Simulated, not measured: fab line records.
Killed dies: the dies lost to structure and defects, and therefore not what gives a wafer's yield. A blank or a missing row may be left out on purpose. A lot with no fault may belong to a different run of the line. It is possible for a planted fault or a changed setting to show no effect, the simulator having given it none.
fab line records -- flow n5_finfet
record lots=7, wafers=21
route steps=1938 shown HKMG_FIN@429 GATE_CUT@480 MOL_CONTACT_COAG@624 BEOL_M0_SAQP@636 BEOL_M0@720 BEOL_M1@755
start_h: hours from the record's opening day to when the first of the lot's shown wafers began -- wait_h: hours since the lot's step before -- " same as the row above -- L1.1+2: a single row standing in for several wafers -- - no value present, or no start provided -- * or withheld: withheld -- < > ~ a bound
route shown NAME@n: a module of which the file shows steps, and the number in the route of the first -- usual: mean/standard deviation taken from wafers without a fault -- same: alike in all rows -- chamber/n: place in a boat -- sites: readings site by site -- _std_site: the standard deviation of these -- _edge_site: inner sites' mean taken away from outer sites' mean -- radius_mm: how far each site lies from the wafer's centre -- mask NAME#n: copy n -- behind: the tool/chamber that last shaped the wafer -- hold: cause of the lot's hold/its duration in hours/its outcome -- device: whichever transistor did not switch (one of n, p or np) -- end of line: the tests these same wafers got at the end of their route -- for a step that has no rows: nothing shown but its recipe -- killed: at the first sort, the dies lost to defects and structure; wafer yield is something else -- map: a wafer's dies, x killed, . not, _ none there
set.NAME: the setting as run; set.NAME@STEP: as run at that earlier step -- model.NAME: the simulator's own value behind a step, which no gauge read
lots whose settings were changed on purpose; a table a step, a row a wafer
## steps
# step N5_HKMG_FIN_DEVELOP_11
# recipe develop_time_s=30, developer=TMAH, resist=CAR-ArF, dev_temp_c=23, rinse_liquid=diw, dry=air_spin
lot.wafer,tool,chamber,start_h,wait_h,set.develop_time_s
L078.1+5,litho_track-05,0,-,-,33.97
L078.6,litho_track-05,0,-,-,30
L079.1+3+5,litho_track-05,0,-,-,30
L085.1+6,litho_track-03,0,-,-,33.07
L085.5,litho_track-03,0,-,-,30
L087.1+5,litho_track-04,0,-,-,30
L087.6,litho_track-04,0,-,-,25.52
L090.2,litho_track-05,0,-,-,30
L090.4+5,litho_track-05,0,-,-,36.62
L092.2+5+6,litho_track-03,0,-,-,30
L096.1,litho_track-03,0,-,-,30
L096.3+4,litho_track-03,0,-,-,32.44
# step N5_HKMG_FIN_DESCUM_17
# recipe chemistry=O2, time_s=7.9, source_power_w=50, bias_power_w=20, pressure_mtorr=20, rf_frequency_hz=2.712e+07, temp_c=40, resist=CAR-ArF, o2_flow_sccm=225
# step N5_HKMG_FIN_ETCH_31
# recipe chemistry=CF4, target=SiARC, target_depth_a=455, mask_material=CAR-ArF, time_s=75.8, ion_energy_ev=80, pressure_mtorr=40, source_w=545, bias_w=36, Ar_flow_sccm=100, cf4_flow_sccm=100, ends=cleared
lot.wafer,tool,chamber,start_h,wait_h,set.spin_rpm@HKMG_FIN_COAT_30,model.etch.depth_nm,model.CAR-ArF_of_HKMG_FIN_COAT_06.thk_nm
L078.1,rie_diel-01,2,104.77,0.0,1500,34.82,51.2
L078.5,rie_diel-01,0,104.77,0.0,1500,35.06,51
L078.6,rie_diel-01,1,104.77,0.0,1500,34.91,51.2
L079.1,rie_diel-04,2,111.21,0.0,1500,35.24,50.4
L079.3,rie_diel-04,0,111.21,0.0,1500,35.23,50.6
L079.5,rie_diel-04,2,111.21,0.0,1500,35.2,50.6
L085.1,rie_diel-02,0,141.37,0.0,1360,36.85,49
L085.5,rie_diel-02,0,141.37,0.0,1500,35.03,50.6
L085.6,rie_diel-02,1,141.37,0.0,1500,35.14,50.8
L087.1,rie_diel-04,1,157.02,0.0,1500,35.18,50.8
L087.5,rie_diel-04,1,157.02,0.0,1604,34.05,51.6
L087.6,rie_diel-04,0,157.02,0.0,1500,35.28,50.4
L090.2,rie_diel-02,3,170.84,0.0,1637,33.63,51.8
L090.4,rie_diel-02,2,170.84,0.0,1500,35.15,50.4
L090.5,rie_diel-02,3,170.84,0.0,1637,33.67,51.8
L092.2+6,rie_diel-04,"2,0",182.03,0.0,1500,34.91,50.8
L092.5,rie_diel-04,3,182.03,0.0,1500,34.92,51
L096.1,rie_diel-04,3,207.90,0.0,1500,35.09,50.6
L096.3,rie_diel-04,1,207.90,0.0,1500,35.14,50.2
L096.4,rie_diel-04,2,207.90,0.0,1500,35.01,50.2
# step N5_GATE_CUT_COAT_27
# recipe resist=underlayer, temp_c=205, time_s=60, spin_rpm=1500, resist_thk_nm=10
lot.wafer,tool,chamber,start_h,wait_h,set.spin_rpm
L078.1+5,litho_track-02,0,-,-,1500
L078.6,litho_track-02,0,-,-,1442
L079.1+3+5,litho_track-03,0,-,-,1500
L085.1+5,litho_track-03,0,-,-,1500
L085.6,litho_track-03,0,-,-,1577
L087.1+5+6,litho_track-01,0,-,-,1500
L090.2+5,litho_track-01,0,-,-,1602
L090.4,litho_track-01,0,-,-,1500
L092.2+5+6,litho_track-03,0,-,-,1500
L096.1+3+4,litho_track-03,0,-,-,1500
# step N5_GATE_CUT_COAT_07
# recipe resist=CAR-EUV, spin_rpm=1500, resist_thk_nm=30
lot.wafer,tool,chamber,start_h,wait_h,set.spin_rpm,model.CAR-EUV_of_GATE_CUT_COAT_07.thk_nm
L078.1+5,litho_track-02,0,-,-,1569,29.4
L078.6,litho_track-02,0,-,-,1500,30
L079.1+5,litho_track-03,0,-,-,1567,29.4
L079.3,litho_track-03,0,-,-,1500,30
L085.1,litho_track-03,0,-,-,1500,30
L085.5,litho_track-03,0,-,-,1383,31.2
L085.6,litho_track-03,0,-,-,1383,31.4
L087.1+5,litho_track-01,0,-,-,1500,30
L087.6,litho_track-01,0,-,-,1454,30.6
L090.2+5,litho_track-01,0,-,-,1500,30
L090.4,litho_track-01,0,-,-,1500,30.2
L092.2+5+6,litho_track-03,0,-,-,1500,30
L096.1+3+4,litho_track-03,0,-,-,1500,29.8
# step N5_GATE_CUT_EBR_09
# recipe solvent=PGMEA, ebr_width_mm=1.5
# step N5_GATE_CUT_SOFTBAKE_08
# recipe temp_c=110, time_s=60, resist=CAR-EUV
# step N5_GATE_CUT_EXPOSE_10
# recipe mask_id=GATE_CUT, na=0.33, source_shape=annular, sigma_inner=0.35, sigma_outer=0.8, polarization=unpolarized, target_cd_nm=20, dose_mj=43.25
# step N5_GATE_CUT_PEB_11
# recipe peb_temp_c=100, peb_time_s=60, resist=CAR-EUV
# step N5_GATE_CUT_DEVELOP_12
# recipe develop_time_s=30, developer=TMAH, resist=CAR-EUV, rinse_liquid=surfactant_rinse, dry=air_spin, dev_temp_c=23
lot.wafer,tool,chamber,start_h,wait_h,set.spin_rpm@GATE_CUT_COAT_07,model.CAR-EUV_of_GATE_CUT_COAT_07.thk_nm
L078.1+5,litho_track-03,0,-,-,1569,28.8
L078.6,litho_track-03,0,-,-,1500,29.6
L079.1+5,litho_track-01,0,-,-,1567,28.8
L079.3,litho_track-01,0,-,-,1500,29.6
L085.1,litho_track-01,0,-,-,1500,29.6
L085.5,litho_track-01,0,-,-,1383,30.8
L085.6,litho_track-01,0,-,-,1383,31
L087.1+5,litho_track-01,0,-,-,1500,29.6
L087.6,litho_track-01,0,-,-,1454,30
L090.2+4+5,litho_track-01,0,-,-,1500,29.6
L092.2+5,litho_track-03,0,-,-,1500,29.6
L092.6,litho_track-03,0,-,-,1500,29.4
L096.1+3+4,litho_track-01,0,-,-,1500,29.4
# step N5_GATE_CUT_DESCUM_18
# recipe chemistry=O2, time_s=7, source_power_w=50, bias_power_w=20, pressure_mtorr=20, rf_frequency_hz=2.712e+07, temp_c=40, resist=CAR-EUV, o2_flow_sccm=225
# step N5_GATE_CUT_ETCH_28
# recipe chemistry=N2/H2, target=underlayer, target_depth_a=130, mask_material=CAR-EUV, time_s=10.4, ion_energy_ev=200, pressure_mtorr=30, source_w=840, bias_w=150, n2_flow_sccm=200, h2_flow_sccm=200, ends=cleared
lot.wafer,tool,chamber,start_h,wait_h,set.spin_rpm@GATE_CUT_COAT_27,set.spin_rpm@GATE_CUT_COAT_07,model.CAR-EUV_of_GATE_CUT_COAT_07.thk_nm,model.etch.depth_nm
L078.1,rie_diel-03,3,115.33,0.0,1500,1569,14,9.93
L078.5,rie_diel-03,3,115.33,0.0,1500,1569,14,9.98
L078.6,rie_diel-03,2,115.33,0.0,1442,1500,14.4,10.17
L079.1,rie_diel-03,1,119.50,0.0,1500,1567,14,9.975
L079.3,rie_diel-03,0,119.50,0.0,1500,1500,14.8,9.987
L079.5,rie_diel-03,1,119.50,0.0,1500,1567,14,9.983
L085.1,rie_diel-03,3,150.05,0.0,1500,1500,14.8,9.991
L085.5,rie_diel-03,1,150.05,0.0,1500,1383,16,10.02
L085.6,rie_diel-03,2,150.05,0.0,1577,1383,16.2,9.758
L087.1,rie_diel-05,0,165.89,0.0,1500,1500,14.4,10.09
L087.5,rie_diel-05,1,165.89,0.0,1500,1500,14.6,10.08
L087.6,rie_diel-05,0,165.89,0.0,1500,1454,15,10.09
L090.2,rie_diel-06,0,179.15,0.0,1602,1500,15,9.711
L090.4,rie_diel-06,0,179.15,0.0,1500,1500,14.6,10.02
L090.5,rie_diel-06,3,179.15,0.0,1602,1500,15,9.7
L092.2,rie_diel-06,0,191.96,0.0,1500,1500,14.6,9.995
L092.5+6,rie_diel-06,"2,0",191.96,0.0,1500,1500,14.6,10.01
L096.1,rie_diel-03,0,216.39,0.0,1500,1500,14.4,10.02
L096.3,rie_diel-03,2,216.39,0.0,1500,1500,14.4,10.05
L096.4,rie_diel-03,1,216.39,0.0,1500,1500,14.4,10.04
# step N5_GATE_CUT_ETCH_36
# recipe chemistry=CF4, target=SiARC, target_depth_a=130, mask_material=CAR-EUV, time_s=21.7, ion_energy_ev=80, pressure_mtorr=40, source_w=545, bias_w=36, Ar_flow_sccm=100, cf4_flow_sccm=100, ends=cleared
lot.wafer,tool,chamber,start_h,wait_h,set.spin_rpm@GATE_CUT_COAT_27,set.spin_rpm@GATE_CUT_COAT_07,model.CAR-EUV_of_GATE_CUT_COAT_07.thk_nm
L078.1+5,rie_diel-03,3,115.35,0.0,1500,1569,6.4
L078.6,rie_diel-03,2,115.35,0.0,1442,1500,6.8
L079.1+5,rie_diel-03,1,119.52,0.0,1500,1567,6.4
L079.3,rie_diel-03,0,119.52,0.0,1500,1500,7
L085.1,rie_diel-03,3,150.07,0.0,1500,1500,7
L085.5,rie_diel-03,1,150.07,0.0,1500,1383,8.2
L085.6,rie_diel-03,2,150.07,0.0,1577,1383,8.6
L087.1+5,rie_diel-05,"0,1",165.91,0.0,1500,1500,6.8
L087.6,rie_diel-05,0,165.91,0.0,1500,1454,7.4
L090.2,rie_diel-06,0,179.17,0.0,1602,1500,7.2
L090.4,rie_diel-06,0,179.17,0.0,1500,1500,7
L090.5,rie_diel-06,3,179.17,0.0,1602,1500,7.4
L092.2,rie_diel-06,0,191.98,0.0,1500,1500,7
L092.5+6,rie_diel-06,"2,0",191.98,0.0,1500,1500,6.8
L096.1+3+4,rie_diel-03,"0,2,1",216.41,0.0,1500,1500,6.8
# step N5_MOL_CONTACT_COAG_CVD_140
# recipe material=W, target_thk_a=665, mode=selective_fill, temp_c=300, time_s=215
lot.wafer,tool,chamber,start_h,wait_h,set.target_thk_a,model.W_of_MOL_CONTACT_COAG_CVD_140.thk_nm
L078.1,cvd_w-02,0,134.97,0.1,619.6,61.4
L078.5,cvd_w-02,1,134.97,0.1,665,66.6
L078.6,cvd_w-02,0,134.97,0.1,619.6,60.8
L079.1,cvd_w-01,1,136.06,0.1,665,66
L079.3,cvd_w-01,0,136.06,0.1,751.9,75.2
L079.5,cvd_w-01,1,136.06,0.1,751.9,74.4
L085.1,cvd_w-01,1,166.00,0.1,713.4,71.8
L085.5,cvd_w-01,1,166.00,0.1,713.4,70.8
L085.6,cvd_w-01,1,166.00,0.1,713.4,71.2
L087.1,cvd_w-02,1,180.48,0.1,665,66.4
L087.5,cvd_w-02,0,180.48,0.1,665,65.8
L087.6,cvd_w-02,1,180.48,0.1,665,67
L090.2,cvd_w-01,0,196.86,0.1,665,67.2
L090.4,cvd_w-01,1,196.86,0.1,665,66.6
L090.5,cvd_w-01,1,196.86,0.1,665,66.2
L092.2,cvd_w-02,1,207.83,0.1,665,67.8
L092.5,cvd_w-02,1,207.83,0.1,665,67
L092.6,cvd_w-02,0,207.83,0.1,665,66.4
L096.1,cvd_w-01,0,235.16,0.1,642.1,63.8
L096.3,cvd_w-01,0,235.16,0.1,642.1,64.2
L096.4,cvd_w-01,1,235.16,0.1,665,65.2
# step N5_BEOL_M0_SAQP_PECVD_96
# recipe material=a-Si, target_thk_a=450, temp_c=350, precursor=SiH4/He, pressure_torr=3, rf_w=100, time_s=45.2
lot.wafer,tool,chamber,start_h,wait_h,set.time_s,model.a-Si_of_BEOL_M0_SAQP_PECVD_96.thk_nm
L078.1,pecvd-02,1,141.06,0.0,49.4,49
L078.5,pecvd-02,2,141.06,0.0,45.2,46
L078.6,pecvd-02,1,141.06,0.0,45.2,46.2
L079.1,pecvd-02,0,143.05,0.0,40.57,40.2
L079.3,pecvd-02,2,143.05,0.0,40.57,40
L079.5,pecvd-02,2,143.05,0.0,40.57,40.6
L085.1,pecvd-04,0,171.28,0.0,45.2,45
L085.5,pecvd-04,2,171.28,0.0,51.04,50.4
L085.6,pecvd-04,1,171.28,0.0,51.04,51
L087.1,pecvd-02,1,187.01,0.0,45.2,43.4
L087.5,pecvd-02,2,187.01,0.0,45.2,44.8
L087.6,pecvd-02,1,187.01,0.0,45.2,44.4
L090.2,pecvd-04,0,201.64,0.0,45.2,44.4
L090.4,pecvd-04,1,201.64,0.0,45.2,45
L090.5,pecvd-04,0,201.64,0.0,45.2,45.2
L092.2,pecvd-04,1,213.74,0.0,45.2,43.6
L092.5,pecvd-04,0,213.74,0.0,45.2,44.8
L092.6,pecvd-04,1,213.74,0.0,45.2,44.6
L096.1+3,pecvd-04,"0,1",242.64,0.0,45.2,44.6
L096.4,pecvd-04,2,242.64,0.0,45.2,45
# step N5_BEOL_M0_SAQP_DEVELOP_13
# recipe develop_time_s=30, developer=TMAH, resist=CAR-ArF, dev_temp_c=23, rinse_liquid=diw, dry=air_spin
lot.wafer,tool,chamber,start_h,wait_h,set.develop_time_s
L078.1+6,litho_track-02,0,-,-,31.95
L078.5,litho_track-02,0,-,-,30
L079.1,litho_track-04,0,-,-,33.96
L079.3+5,litho_track-04,0,-,-,30
L085.1+5,litho_track-02,0,-,-,30
L085.6,litho_track-02,0,-,-,33.35
L087.1+6,litho_track-03,0,-,-,23.78
L087.5,litho_track-03,0,-,-,30
L090.2+4+5,litho_track-02,0,-,-,30
L092.2+5+6,litho_track-03,0,-,-,30
L096.1+3+4,litho_track-02,0,-,-,30
# step N5_BEOL_M0_SAQP_ETCH_101
# recipe chemistry=CH3F/O2, target=SiNx, mask_material=SiO2, target_depth_a=299, time_s=42.7, pressure_mtorr=30, source_w=395, bias_w=73, Ar_flow_sccm=150, CH3F_flow_sccm=30, O2_flow_sccm=20, ion_energy_ev=120
# step N5_BEOL_M0_SAQP_ETCH_102
# recipe chemistry=CF4, target=SiO2, target_depth_a=40, ion_energy_ev=350, time_s=4.4, pressure_mtorr=10, icp_w=800, bias_w=400, cf4_flow_sccm=80
# step N5_BEOL_M0_SAQP_MANDREL_ETCH_103
# recipe chemistry=HBr/Cl2, target=a-Si, target_depth_a=450, bt_time_s=10, stop_on=SiCN, mask_material=SiO2, over_etch_frac=0.8, time_s=27, pressure_mtorr=10, icp_w=800, bias_w=75, HBr_flow_sccm=150, Cl2_flow_sccm=80, ends=end_point
lot.wafer,tool,chamber,start_h,wait_h,set.time_s@BEOL_M0_SAQP_PECVD_96,model.etch.depth_nm
L078.1,rie_si-06,1,143.65,0.0,49.4,48.92
L078.5,rie_si-06,3,143.65,0.0,45.2,45.97
L078.6,rie_si-06,0,143.65,0.0,45.2,46.14
L079.1,rie_si-01,1,145.55,0.0,40.57,40.17
L079.3,rie_si-01,2,145.55,0.0,40.57,40.07
L079.5,rie_si-01,2,145.55,0.0,40.57,40.55
L085.1,rie_si-06,1,173.97,0.0,45.2,44.92
L085.5,rie_si-06,3,173.97,0.0,51.04,50.44
L085.6,rie_si-06,0,173.97,0.0,51.04,51.04
L087.1,rie_si-02,0,189.68,0.0,45.2,43.45
L087.5,rie_si-02,0,189.68,0.0,45.2,44.87
L087.6,rie_si-02,1,189.68,0.0,45.2,44.4
L090.2,rie_si-02,2,204.35,0.0,45.2,44.42
L090.4,rie_si-02,0,204.35,0.0,45.2,45.06
L090.5,rie_si-02,2,204.35,0.0,45.2,45.3
L092.2,rie_si-06,3,217.18,0.0,45.2,43.64
L092.5,rie_si-06,2,217.18,0.0,45.2,44.82
L092.6,rie_si-06,0,217.18,0.0,45.2,44.6
L096.1,rie_si-02,3,246.54,0.0,45.2,44.65
L096.3,rie_si-02,2,246.54,0.0,45.2,44.64
L096.4,rie_si-02,0,246.54,0.0,45.2,45.04
# step N5_BEOL_M0_ETCH_128
# recipe chemistry=CF4/N2, target_depth_a=120, overetch_a=51, target=SiCN, time_s=21.4, ion_energy_ev=150, pressure_mtorr=40, source_w=430, bias_w=70, Ar_flow_sccm=100, cf4_flow_sccm=60, n2_flow_sccm=60
# usual rf_vpp_V=382.0/1.7
lot.wafer,tool,chamber,start_h,wait_h,set.source_w,rf_vpp_V
L078.1,rie_diel-02,1,148.31,0.4,485.4,368.1
L078.5,rie_diel-02,0,148.31,0.4,485.4,368.5
L078.6,rie_diel-02,3,148.31,0.4,430,382.3
L079.1,rie_diel-01,0,151.15,0.5,430,384.8
L079.3,rie_diel-01,3,151.15,0.5,430,384.7
L079.5,rie_diel-01,2,151.15,0.5,365.1,401.1
L085.1,rie_diel-04,0,180.14,1.0,430,380.0
L085.5,rie_diel-04,1,180.14,1.0,361.9,405.1
L085.6,rie_diel-04,0,180.14,1.0,361.9,401.2
L087.1,rie_diel-04,1,194.22,0.1,430,380.9
L087.5,rie_diel-04,3,194.22,0.1,430,380.8
L087.6,rie_diel-04,2,194.22,0.1,430,380.5
L090.2,rie_diel-02,0,208.68,0.1,430,383.3
L090.4,rie_diel-02,3,208.68,0.1,430,380.3
L090.5,rie_diel-02,3,208.68,0.1,430,382.1
L092.2,rie_diel-04,3,221.60,0.0,430,379.5
L092.5,rie_diel-04,2,221.60,0.0,430,380.2
L092.6,rie_diel-04,3,221.60,0.0,430,380.9
L096.1,rie_diel-04,0,251.48,0.0,400,389.6
L096.3,rie_diel-04,1,251.48,0.0,400,389.4
L096.4,rie_diel-04,2,251.48,0.0,400,388.6
# step N5_BEOL_M0_TRENCH_ETCH_107
# recipe chemistry=C4F6/O2, target_depth_a=328, target=SiOC, time_s=16.4, ion_energy_ev=250, pressure_mtorr=30, source_w=355, bias_w=185, Ar_flow_sccm=300, C4F6_flow_sccm=10, O2_flow_sccm=10
lot.wafer,tool,chamber,start_h,wait_h,set.target_depth_a,model.BEOL_M0.feature_depth_nm
L078.1,rie_diel-02,1,148.35,0.0,328,33.6
L078.5,rie_diel-02,0,148.35,0.0,328,32.4
L078.6,rie_diel-02,3,148.35,0.0,306.1,31.2
L079.1,rie_diel-01,0,151.19,0.0,328,32.4
L079.3,rie_diel-01,3,151.19,0.0,366.2,36.2
L079.5,rie_diel-01,2,151.19,0.0,328,32.6
L085.1+5,rie_diel-04,"0,1",180.18,0.0,328,32.6
L085.6,rie_diel-04,0,180.18,0.0,311.6,31
L087.1,rie_diel-04,1,194.26,0.0,328,32.2
L087.5,rie_diel-04,3,194.26,0.0,356.5,35.2
L087.6,rie_diel-04,2,194.26,0.0,356.5,35.8
L090.2,rie_diel-02,0,208.72,0.0,364.6,35.4
L090.4,rie_diel-02,3,208.72,0.0,328,33
L090.5,rie_diel-02,3,208.72,0.0,364.6,36.8
L092.2+6,rie_diel-04,3,221.64,0.0,328,32.6
L092.5,rie_diel-04,2,221.64,0.0,328,33.8
L096.1,rie_diel-04,0,251.52,0.0,357.6,35.4
L096.3,rie_diel-04,1,251.52,0.0,357.6,35.2
L096.4,rie_diel-04,2,251.52,0.0,328,33.4
# step N5_BEOL_M0_STRIP_142
# recipe chemistry=N2/H2, time_s=10, power_w=450, temp_c=40, pressure_mtorr=20, rf_frequency_hz=6e+07, bias_power_w=7, n2_flow_sccm=200, h2_flow_sccm=200
# step N5_BEOL_M0_OCD_MEAS_108
# usual trench_depth_nm=32.8/0.56
lot.wafer,tool,chamber,start_h,wait_h,set.target_depth_a@BEOL_M0_TRENCH_ETCH_107,trench_depth_nm
L078.1,ocd-02,-,148.45,0.1,328,33.0
L078.5,ocd-02,-,148.45,0.1,328,32.4
L078.6,ocd-02,-,148.45,0.1,306.1,31.1
L079.1,ocd-02,-,151.29,0.1,328,32.3
L079.3,ocd-02,-,151.29,0.1,366.2,35.9
L079.5,ocd-02,-,151.29,0.1,328,32.2
L085.1,ocd-02,-,180.28,0.1,328,32.6
L085.5,ocd-02,-,180.28,0.1,328,32.6
L085.6,ocd-02,-,180.28,0.1,311.6,31.0
L087.1,ocd-01,-,194.37,0.1,328,32.4
L087.5,ocd-01,-,194.37,0.1,356.5,35.8
L087.6,ocd-01,-,194.37,0.1,356.5,35.7
L090.2,ocd-01,-,208.83,0.1,364.6,35.2
L090.4,ocd-01,-,208.83,0.1,328,32.8
L090.5,ocd-01,-,208.83,0.1,364.6,36.6
L092.2,ocd-01,-,221.74,0.1,328,32.5
L092.5,ocd-01,-,221.74,0.1,328,33.7
L092.6,ocd-01,-,221.74,0.1,328,32.3
L096.1,ocd-01,-,251.62,0.1,357.6,35.3
L096.3,ocd-01,-,251.62,0.1,357.6,35.0
L096.4,ocd-01,-,251.62,0.1,328,33.0
# step N5_BEOL_M1_COAT_61
# recipe resist=SOC, temp_c=250, time_s=60, spin_rpm=1500, resist_thk_nm=60
lot.wafer,tool,chamber,start_h,wait_h,set.spin_rpm,model.SOC_of_BEOL_M1_COAT_61.thk_nm
L078.1+5+6,litho_track-05,0,155.10,0.1,1500,60
L079.1,litho_track-05,0,159.01,0.1,1500,60
L079.3,litho_track-05,0,159.01,0.1,1604,58.4
L079.5,litho_track-05,0,159.01,0.1,1604,58.2
L085.1,litho_track-05,0,186.68,0.1,1500,60
L085.5,litho_track-05,0,186.68,0.1,1360,63
L085.6,litho_track-05,0,186.68,0.1,1500,60.2
L087.1,litho_track-03,0,200.90,0.1,1665,57
L087.5,litho_track-03,0,200.90,0.1,1665,56.8
L087.6,litho_track-03,0,200.90,0.1,1500,60
L090.2+5,litho_track-04,0,213.80,0.1,1384,62.8
L090.4,litho_track-04,0,213.80,0.1,1500,60
L092.2+5+6,litho_track-04,0,228.41,0.1,1500,60.2
L096.1,litho_track-05,0,255.67,0.1,1545,59.2
L096.3,litho_track-05,0,255.67,0.1,1500,60
L096.4,litho_track-05,0,255.67,0.1,1500,60.2
## key
split step=N5_HKMG_FIN_DEVELOP_11, setting=develop_time_s, stated=30, by=wafer
response none clear
split step=N5_GATE_CUT_COAT_27, setting=spin_rpm, stated=1500, by=wafer
response step=N5_GATE_CUT_ETCH_28, reading=model.etch.depth_nm, change=-0.0481, per=1%, r=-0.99
response step=N5_GATE_CUT_ETCH_36, reading=model.CAR-EUV_of_GATE_CUT_COAT_07.thk_nm, slope=+0.0603, per=1%, together_with=spin_rpm@GATE_CUT_COAT_07, explained=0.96
split step=N5_GATE_CUT_COAT_07, setting=spin_rpm, stated=1500, by=wafer
response step=N5_GATE_CUT_COAT_07, reading=model.CAR-EUV_of_GATE_CUT_COAT_07.thk_nm, change=-0.156, per=1%, r=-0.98
response step=N5_GATE_CUT_DEVELOP_12, reading=model.CAR-EUV_of_GATE_CUT_COAT_07.thk_nm, change=-0.167, per=1%, r=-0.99
response step=N5_GATE_CUT_ETCH_28, reading=model.CAR-EUV_of_GATE_CUT_COAT_07.thk_nm, change=-0.153, per=1%, r=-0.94
response step=N5_GATE_CUT_ETCH_36, reading=model.CAR-EUV_of_GATE_CUT_COAT_07.thk_nm, slope=-0.154, per=1%, together_with=spin_rpm@GATE_CUT_COAT_27, explained=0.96
split step=N5_MOL_CONTACT_COAG_CVD_140, setting=target_thk_a, stated=665, by=wafer
response step=N5_MOL_CONTACT_COAG_CVD_140, reading=model.W_of_MOL_CONTACT_COAG_CVD_140.thk_nm, change=+0.683, per=1%, r=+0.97
split step=N5_BEOL_M0_SAQP_PECVD_96, setting=time_s, stated=45.2, by=wafer
response step=N5_BEOL_M0_SAQP_PECVD_96, reading=model.a-Si_of_BEOL_M0_SAQP_PECVD_96.thk_nm, change=+0.397, per=1%, r=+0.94
response step=N5_BEOL_M0_SAQP_MANDREL_ETCH_103, reading=model.etch.depth_nm, change=+0.402, per=1%, r=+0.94
split step=N5_BEOL_M0_SAQP_DEVELOP_13, setting=develop_time_s, stated=30, by=wafer
response none clear
split step=N5_BEOL_M0_ETCH_128, setting=source_w, stated=430, by=wafer
response step=N5_BEOL_M0_ETCH_128, reading=rf_vpp_V, change=-1.23, per=1%, r=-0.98
split step=N5_BEOL_M0_TRENCH_ETCH_107, setting=target_depth_a, stated=328, by=wafer
response step=N5_BEOL_M0_TRENCH_ETCH_107, reading=model.BEOL_M0.feature_depth_nm, change=+0.295, per=1%, r=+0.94
response step=N5_BEOL_M0_OCD_MEAS_108, reading=trench_depth_nm, change=+0.295, per=1%, r=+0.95
split step=N5_BEOL_M1_COAT_61, setting=spin_rpm, stated=1500, by=wafer
response step=N5_BEOL_M1_COAT_61, reading=model.SOC_of_BEOL_M1_COAT_61.thk_nm, change=-0.299, per=1%, r=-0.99
split outside_this_file step=N5_HKMG_FIN_COAT_30 setting=spin_rpm
# split outside_this_file: this setting was split too, and the file shows its column; the key of that split is in another file
